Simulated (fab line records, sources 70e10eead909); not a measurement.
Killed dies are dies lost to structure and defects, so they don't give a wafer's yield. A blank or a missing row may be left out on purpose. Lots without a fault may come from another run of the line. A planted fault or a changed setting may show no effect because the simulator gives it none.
Tool commonality check | flow nand_harc | 11 lots, 33 wafers sampled

WHY IT WAS OPENED
At NHARC_END_SORT_01 the reading killed_at_periphery is flagged on 1 of 11 lots. Wafers without a fault read 4.6, standard deviation 2.8.
Rule: a lot is flagged when every wafer of it that has a number lies more than 4 standard deviations from that mean, or none has a number. The other lots count as sound.

lot  | measured     | on        | killed_at_periphery, wafer by wafer | flag
L830 | day 25 05:03 | prober-02 | 4 8 3                               |
L829 | day 25 06:40 | prober-01 | 6 4 7                               |
L833 | day 25 21:40 | prober-01 | 11 7 8                              |
L836 | day 27 20:25 | prober-02 | 1 6 1                               |
L837 | day 28 01:55 | prober-01 | 6 20 8                              |
L838 | day 28 08:26 | prober-02 | 6 3 5                               |
L841 | day 29 06:58 | prober-01 | 3 1 6                               |
L839 | day 29 14:43 | prober-01 | 4 5 7                               |
L842 | day 30 06:06 | prober-02 | 4 6 0                               |
L846 | day 32 19:04 | prober-01 | 644 630 612                         | FLAGGED
L851 | day 34 11:13 | prober-02 | 4 6 7                               |
The numbers of the flagged lots are 628.7 on average: +624.1 against the usual, or +99 or more standard deviations.

WHICH TOOL RAN EACH LOT
The record holds 3 process steps before the reading, out of a route of 1302 steps. In each cell: the tool, then ch and the chambers that the sampled wafers went through, then the start.
lot  | flag    | NHARC_P_ZERO_WELL_ETCH_65         | NHARC_P_ZERO_WELL_EXPOSE_34       | NHARC_P_ZERO_WELL_DESCUM_39
L830 |         | rie_diel-02 ch 0,2,3, day 2 07:30 | krf_scanner-03 ch 0, day 2 10:07  | rie_diel-06 ch 1,2,3, day 2 10:26
L829 |         | rie_diel-06 ch 0,3, day 1 21:21   | krf_scanner-04 ch 0, day 1 23:56  | rie_diel-04 ch 0,1,3, day 2 00:33
L833 |         | rie_diel-02 ch 1,2, day 3 13:42   | krf_scanner-04 ch 0, day 3 16:02  | rie_diel-02 ch 0,1,2, day 3 16:23
L836 |         | rie_diel-02 ch 1,2,3, day 4 19:30 | krf_scanner-04 ch 0, day 4 22:05  | rie_diel-02 ch 1,2,3, day 4 22:23
L837 |         | rie_diel-04 ch 1,2, day 5 05:29   | krf_scanner-03 ch 0, day 5 08:04  | rie_diel-02 ch 0,1, day 5 08:25
L838 |         | rie_diel-06 ch 0,1,3, day 5 15:29 | krf_scanner-03 ch 0, day 5 17:56  | rie_diel-04 ch 1,2, day 5 18:14
L841 |         | rie_diel-02 ch 0,3, day 6 21:29   | krf_scanner-03 ch 0, day 7 00:03  | rie_diel-02 ch 0,1,2, day 7 00:24
L839 |         | rie_diel-04 ch 0,2, day 6 01:29   | krf_scanner-02 ch 0, day 6 04:05  | rie_diel-04 ch 0,2,3, day 6 04:24
L842 |         | rie_diel-06 ch 1,2,3, day 7 07:32 | krf_scanner-02 ch 0, day 7 10:02  | rie_diel-02 ch 0,1,3, day 7 10:22
L846 | FLAGGED | rie_diel-04 ch 0,2,3, day 8 23:22 | krf_scanner-03 ch 0, day 9 01:50  | rie_diel-06 ch 1,3, day 9 02:10
L851 |         | rie_diel-04 ch 1,3, day 11 01:22  | krf_scanner-02 ch 0, day 11 03:43 | rie_diel-06 ch 1,2, day 11 04:01
What these steps do:
- NHARC_P_ZERO_WELL_ETCH_65: etches the open film in N2/H2, target depth 80 nm, overetch 24 nm, time 87.88 s.
- NHARC_P_ZERO_WELL_EXPOSE_34: exposes mask P PWELL, target cd 720 nm.
- NHARC_P_ZERO_WELL_DESCUM_39: chemistry O2, time 3 s.
- NHARC_END_SORT_01

FLAGGED OVER TOTAL, TOOL BY TOOL (the gauges that took the reading come last)
step                        | tool           | lots run | flagged | share of the flagged lots | sound lots run after its first flagged lot
NHARC_P_ZERO_WELL_ETCH_65   | rie_diel-02    | 4        | 0       | none                      | -
NHARC_P_ZERO_WELL_ETCH_65   | rie_diel-04    | 4        | 1       | all                       | 1 (L851)
NHARC_P_ZERO_WELL_ETCH_65   | rie_diel-06    | 3        | 0       | none                      | -
NHARC_P_ZERO_WELL_EXPOSE_34 | krf_scanner-02 | 3        | 0       | none                      | -
NHARC_P_ZERO_WELL_EXPOSE_34 | krf_scanner-03 | 5        | 1       | all                       | 0
NHARC_P_ZERO_WELL_EXPOSE_34 | krf_scanner-04 | 3        | 0       | none                      | -
NHARC_P_ZERO_WELL_DESCUM_39 | rie_diel-02    | 5        | 0       | none                      | -
NHARC_P_ZERO_WELL_DESCUM_39 | rie_diel-04    | 3        | 0       | none                      | -
NHARC_P_ZERO_WELL_DESCUM_39 | rie_diel-06    | 3        | 1       | all                       | 1 (L851)
NHARC_END_SORT_01           | prober-01      | 6        | 1       | all                       | 0
NHARC_END_SORT_01           | prober-02      | 5        | 0       | none                      | -

WHAT THE TABLE ALLOWS
4 rows of the table ran every flagged lot: rie_diel-04 at NHARC_P_ZERO_WELL_ETCH_65, krf_scanner-03 at NHARC_P_ZERO_WELL_EXPOSE_34, rie_diel-06 at NHARC_P_ZERO_WELL_DESCUM_39, prober-01 at NHARC_END_SORT_01.
- rie_diel-04 at NHARC_P_ZERO_WELL_ETCH_65: 1 of its 4 lots flagged. Sound lots ran on it after the first flagged one (L851), which a lasting fault on the whole tool wouldn't allow.
- krf_scanner-03 at NHARC_P_ZERO_WELL_EXPOSE_34: 1 of its 5 lots flagged. Its last sound lot is L841 (day 7 00:03), its first flagged lot L846 (day 9 01:50): a fault that began between those two fits.
- rie_diel-06 at NHARC_P_ZERO_WELL_DESCUM_39: 1 of its 3 lots flagged. Sound lots ran on it after the first flagged one (L851), which a lasting fault on the whole tool wouldn't allow.
- prober-01 at NHARC_END_SORT_01: 1 of its 6 lots flagged. Its last sound lot is L839 (day 29 14:43), its first flagged lot L846 (day 32 19:04): a fault that began between those two fits.
Counting lots can't tell these 2 tools apart, because each fits a fault that began at some hour. More lots, or a look at what each step does to the wafer, might.

WHAT THE SIMULATOR HAD PUT IN
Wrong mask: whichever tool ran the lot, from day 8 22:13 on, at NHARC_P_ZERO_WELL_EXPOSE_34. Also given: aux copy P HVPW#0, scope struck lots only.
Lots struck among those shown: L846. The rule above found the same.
